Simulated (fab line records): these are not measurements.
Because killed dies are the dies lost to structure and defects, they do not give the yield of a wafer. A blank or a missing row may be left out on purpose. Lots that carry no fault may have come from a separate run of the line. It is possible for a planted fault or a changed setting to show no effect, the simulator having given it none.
What tool caused it? | flow nandHarc | 72 wafers from 24 lots sampled at 4 of the route's 1302 steps

## WHAT THE GAUGES SHOWED, per wafer
NHARC_P_M0_OVL_MEAS_10: pitch 180 nm.
lot  | measured     | on         | overlayXNm (nm) | overlayYNm (nm)
L074 | day 6 07:43  | overlay-01 | -1.0 -0.6 -0.6  | 1.5 1.0 1.8
L075 | day 6 15:26  | overlay-01 | -0.9 -1.1 -0.4  | -0.6 -0.5 -0.2
L076 | day 6 20:55  | overlay-01 | -0.4 0.1 0.1    | -0.9 -1.0 -1.2
L077 | day 7 15:06  | overlay-02 | 0.1 -0.6 -0.5   | -0.4 -0.4 -0.8
L078 | day 7 17:14  | overlay-01 | -0.6 -0.9 -0.4  | -0.1 -0.2 -0.5
L079 | day 8 06:03  | overlay-02 | 0.4 0.6 0.8     | -0.3 -0.1 0.2
L081 | day 8 22:04  | overlay-01 | -0.4 -0.6 -0.4  | -1.0 -1.2 -1.1
L080 | day 8 23:26  | overlay-01 | -0.4 -0.5 -0.4  | 0.6 0.8 0.9
L082 | day 9 10:59  | overlay-01 | -0.2 -0.5 -0.8  | -0.7 -0.8 -1.4
L083 | day 10 03:17 | overlay-02 | -0.9 -0.4 -1.0  | 0.4 0.3 0.4
L084 | day 10 11:40 | overlay-02 | 0.9 0.3 0.4     | -0.2 0.1 -0.9
L085 | day 10 20:23 | overlay-02 | -0.9 -1.2 -1.5  | -1.3 -1.7 -1.5
L086 | day 11 09:15 | overlay-02 | -0.5 -0.3 -0.4  | 0.7 0.0 0.8
L087 | day 11 08:58 | overlay-01 | 0.1 0.5 0.8     | -0.7 -0.4 -0.5
L089 | day 12 04:30 | overlay-02 | 0.2 0.7 0.9     | -0.5 -0.1 -0.6
L088 | day 12 03:50 | overlay-01 | 0.0 -0.8 -0.3   | 0.0 0.7 0.1
L090 | day 12 19:16 | overlay-02 | -1.6 -1.8 -1.4  | -0.2 -0.2 -0.3
L091 | day 13 05:28 | overlay-01 | -0.5 -0.9 -0.7  | -0.4 0.3 0.1
L092 | day 13 10:47 | overlay-01 | 0.1 0.5 0.4     | -0.6 -0.9 -0.7
L093 | day 13 22:14 | overlay-02 | 0.1 0.5 -0.2    | 0.5 0.9 0.8
L094 | day 14 06:06 | overlay-02 | -0.6 -0.9 0.1   | -0.2 0.3 0.2
L095 | day 14 21:33 | overlay-01 | 0.1 1.1 -0.3    | 0.6 -0.1 0.5
L096 | day 15 06:00 | overlay-02 | 0.1 0.0 -0.1    | -0.6 -0.4 -0.9
L097 | day 15 12:14 | overlay-02 | 0.1 -0.5 -0.2   | 0.7 1.0 0.7

NHARC_P_M0_CD_MEAS_16.
lot  | measured     | on       | cdNm (nm)
L074 | day 6 08:07  | cdSem-02 | 89.4 91.2 90.4
L075 | day 6 15:50  | cdSem-02 | 88.3 90.9 90.5
L076 | day 6 21:23  | cdSem-01 | 92.0 90.2 91.9
L077 | day 7 15:30  | cdSem-03 | 90.9 91.1 90.7
L078 | day 7 17:38  | cdSem-02 | 90.7 91.2 90.8
L079 | day 8 06:29  | cdSem-01 | 89.8 89.3 89.2
L081 | day 8 22:27  | cdSem-03 | 92.6 91.2 90.3
L080 | day 8 23:50  | cdSem-03 | 91.0 91.6 91.9
L082 | day 9 11:22  | cdSem-02 | 89.2 88.8 92.1
L083 | day 10 03:52 | cdSem-02 | 90.6 90.7 91.8
L084 | day 10 12:21 | cdSem-03 | 88.8 90.9 90.9
L085 | day 10 20:47 | cdSem-03 | 91.0 90.7 89.7
L086 | day 11 09:38 | cdSem-03 | 91.1 91.5 91.8
L087 | day 11 09:22 | cdSem-02 | 90.9 89.4 90.5
L089 | day 12 04:55 | cdSem-02 | 88.8 90.3 89.1
L088 | day 12 04:13 | cdSem-02 | 90.7 91.5 90.6
L090 | day 12 19:40 | cdSem-02 | 90.3 89.2 89.8
L091 | day 13 05:52 | cdSem-03 | 89.1 90.3 90.4
L092 | day 13 11:11 | cdSem-03 | 90.9 90.6 90.2
L093 | day 13 22:38 | cdSem-02 | 89.4 89.0 89.9
L094 | day 14 06:30 | cdSem-03 | 90.0 89.4 88.9
L095 | day 14 22:02 | cdSem-01 | 89.4 90.4 90.7
L096 | day 15 06:25 | cdSem-03 | 88.1 88.2 88.8
L097 | day 15 12:46 | cdSem-03 | 89.9 91.8 90.8

NHARC_P_M1_OVL_MEAS_10: pitch 260 nm.
lot  | measured     | on         | overlayXNm (nm) | overlayYNm (nm)
L074 | day 6 11:46  | overlay-02 | 0.3 -0.3 0.1    | -0.4 -0.2 -0.2
L075 | day 6 19:28  | overlay-01 | -1.1 -1.1 -0.7  | -0.1 0.1 0.0
L076 | day 7 00:55  | overlay-02 | -0.3 0.0 -0.5   | 0.4 0.7 0.7
L077 | day 7 19:27  | overlay-02 | -1.5 -1.0 -1.4  | 1.2 1.3 1.7
L078 | day 7 21:22  | overlay-01 | 0.3 0.5 -0.1    | 0.7 0.6 0.7
L079 | day 8 10:19  | overlay-02 | -0.9 -1.2 -1.6  | 0.0 -0.7 -1.1
L081 | day 9 02:01  | overlay-02 | 1.0 0.3 0.4     | 0.8 1.0 1.4
L080 | day 9 03:25  | overlay-02 | 0.3 -0.7 -0.1   | 0.7 1.1 0.8
L082 | day 9 15:14  | overlay-01 | -0.9 -0.2 -1.1  | 1.6 2.2 2.1
L083 | day 10 07:38 | overlay-02 | -1.6 -1.6 -1.3  | 0.5 0.7 0.4
L084 | day 10 15:57 | overlay-01 | 0.9 0.4 0.4     | 1.8 1.6 1.7
L085 | day 11 04:46 | overlay-01 | 0.0 -0.4 -0.2   | -0.3 -0.6 0.3
L086 | day 11 13:58 | overlay-01 | -0.4 -0.7 -0.5  | -0.3 -0.1 0.5
L087 | day 11 13:02 | overlay-02 | -1.5 -1.3 -1.0  | -0.1 0.5 -0.3
L089 | day 12 09:11 | overlay-01 | 0.2 0.4 0.3     | 0.4 -0.3 0.1
L088 | day 12 08:08 | overlay-01 | 0.2 0.4 0.4     | -0.9 -1.1 -1.7
L090 | day 12 23:16 | overlay-01 | 0.0 0.8 0.2     | -1.4 -1.5 -1.8
L091 | day 13 09:43 | overlay-02 | 1.0 1.2 0.7     | -0.5 -0.2 -0.7
L092 | day 13 14:50 | overlay-02 | -0.3 0.3 -0.7   | -0.5 0.0 0.3
L093 | day 14 02:38 | overlay-02 | 0.6 0.9 1.2     | -0.6 -0.5 -0.9
L094 | day 14 10:20 | overlay-01 | -0.1 0.3 0.0    | -0.1 -0.3 -0.2
L095 | day 15 01:40 | overlay-01 | -1.1 -1.1 -1.5  | 0.3 1.0 0.9
L096 | day 15 10:18 | overlay-01 | -0.5 0.3 -0.3   | 2.0 1.9 2.6
L097 | day 15 16:34 | overlay-02 | 0.5 1.3 0.9     | 0.1 0.7 0.1

## WHICH TOOL RAN EACH LOT (tool, then ch and the chambers of the sampled wafers, then the start)
lot  | NHARC_P_GATE_DESCUM_13
L074 | rieDiel-12 ch 2,3, day 4 17:22
L075 | rieDiel-08 ch 0,1, day 4 20:50
L076 | rieDiel-08 ch 0,1,3, day 5 06:03
L077 | rieDiel-02 ch 2,3, day 5 12:28
L078 | rieDiel-12 ch 2,3, day 6 00:41
L079 | rieDiel-02 ch 0,2,3, day 6 15:36
L081 | rieDiel-02 ch 1,2,3, day 7 06:23
L080 | rieDiel-08 ch 0,3, day 7 06:32
L082 | rieDiel-08 ch 1,2,3, day 7 19:52
L083 | rieDiel-08 ch 1,3, day 8 11:15
L084 | rieDiel-12 ch 1,2, day 8 16:28
L085 | rieDiel-02 ch 0,1,3, day 9 00:58
L086 | rieDiel-08 ch 0,2,3, day 9 13:37
L087 | rieDiel-12 ch 2,3, day 9 18:11
L089 | rieDiel-02 ch 0,2, day 10 11:35
L088 | rieDiel-08 ch 0,1, day 10 11:44
L090 | rieDiel-08 ch 1,2,3, day 11 01:10
L091 | rieDiel-02 ch 0,1, day 11 08:57
L092 | rieDiel-08 ch 0,2, day 11 21:01
L093 | rieDiel-02 ch 0,3, day 12 07:50
L094 | rieDiel-02 ch 1,3, day 12 15:26
L095 | rieDiel-08 ch 0,2,3, day 13 04:49
L096 | rieDiel-12 ch 0,3, day 13 14:08
L097 | rieDiel-08 ch 1,2,3, day 13 20:31
- NHARC_P_GATE_DESCUM_13: chemistry O2, time 3 s.

## AS READ BY THE TOOLS THEMSELVES (means over the sampled wafers that have a number; for cases with no such wafer, the mark the record gives instead)
NHARC_P_GATE_DESCUM_13.
lot  | tool       | drypumpMotorCurrentA (A) | oesProductAu (a.u.) | rfVppV (V) | showerheadPlenumPTorr (Torr) | throttleValvePct (%)
L074 | rieDiel-12 | 5.7                      | 1.000               | 57.6       | 1.96                         | 11.308
L075 | rieDiel-08 | 5.2                      | 0.995               | 58.2       | 1.82                         | 11.317
L076 | rieDiel-08 | 5.6                      | 0.993               | 57.5       | 1.86                         | 11.308
L077 | rieDiel-02 | 5.0                      | 1.002               | 57.7       | 2.00                         | 11.309
L078 | rieDiel-12 | 5.8                      | 1.007               | 58.1       | 1.96                         | 11.317
L079 | rieDiel-02 | 5.1                      | 0.998               | 58.3       | 2.00                         | 11.310
L081 | rieDiel-02 | 5.3                      | 0.996               | 58.1       | 1.98                         | 11.315
L080 | rieDiel-08 | 6.0                      | 0.997               | 57.0       | 1.90                         | 11.311
L082 | rieDiel-08 | 5.5                      | 1.004               | 57.4       | 1.85                         | 11.309
L083 | rieDiel-08 | 5.7                      | 0.995               | 58.0       | 1.90                         | 11.313
L084 | rieDiel-12 | 5.2                      | 1.006               | 58.3       | 1.89                         | 11.315
L085 | rieDiel-02 | 5.4                      | 0.998               | 58.5       | 1.98                         | 11.306
L086 | rieDiel-08 | 5.8                      | 1.004               | 57.3       | 1.84                         | 11.310
L087 | rieDiel-12 | 5.5                      | 1.015               | 57.9       | 1.94                         | 11.313
L089 | rieDiel-02 | 5.1                      | 1.018               | 58.2       | 2.00                         | 11.304
L088 | rieDiel-08 | 5.6                      | 1.001               | 57.7       | 1.82                         | 11.316
L090 | rieDiel-08 | 5.5                      | 1.005               | 57.7       | 1.85                         | 11.309
L091 | rieDiel-02 | 5.4                      | 0.996               | 59.0       | 1.98                         | 11.311
L092 | rieDiel-08 | 5.7                      | 0.993               | 57.6       | 1.80                         | 11.312
L093 | rieDiel-02 | 5.3                      | 1.004               | 57.7       | 2.00                         | 11.310
L094 | rieDiel-02 | 5.4                      | 0.991               | 58.4       | 1.97                         | 11.315
L095 | rieDiel-08 | 5.8                      | 0.995               | 57.7       | 1.84                         | 11.316
L096 | rieDiel-12 | 5.9                      | 0.988               | 58.5       | 1.93                         | 11.319
L097 | rieDiel-08 | 5.5                      | 0.997               | 56.9       | 1.85                         | 11.309

## THE ANSWER, worked out from the rows above alone
Rule: what is usual is taken from the lots themselves. The widest of any qualifying gaps counts: lots, ordered by their means at a reading, are off when they make up no more than a third of the lots, leave a main group of 4 or more, and stand apart from it by 3 or more times the standard deviation of that group's means. A main group whose means are all the same, to the digits that the tables above print for the reading, isn't used. A lot without any number at a reading at which 4 lots or more have one is off too. Any other lot the step has rows for is counted as sound. After the gauges, taken in route order, come the tools' own readings; for these a lot's mean is taken, as printed above. At the first step where some lot is off, the reading lying furthest off is the one used; lots without a number count as furthest.
Across all readings shown, no lot is off: no conclusion can be drawn from this.

## WHAT HAD BEEN PUT IN BY THE SIMULATOR
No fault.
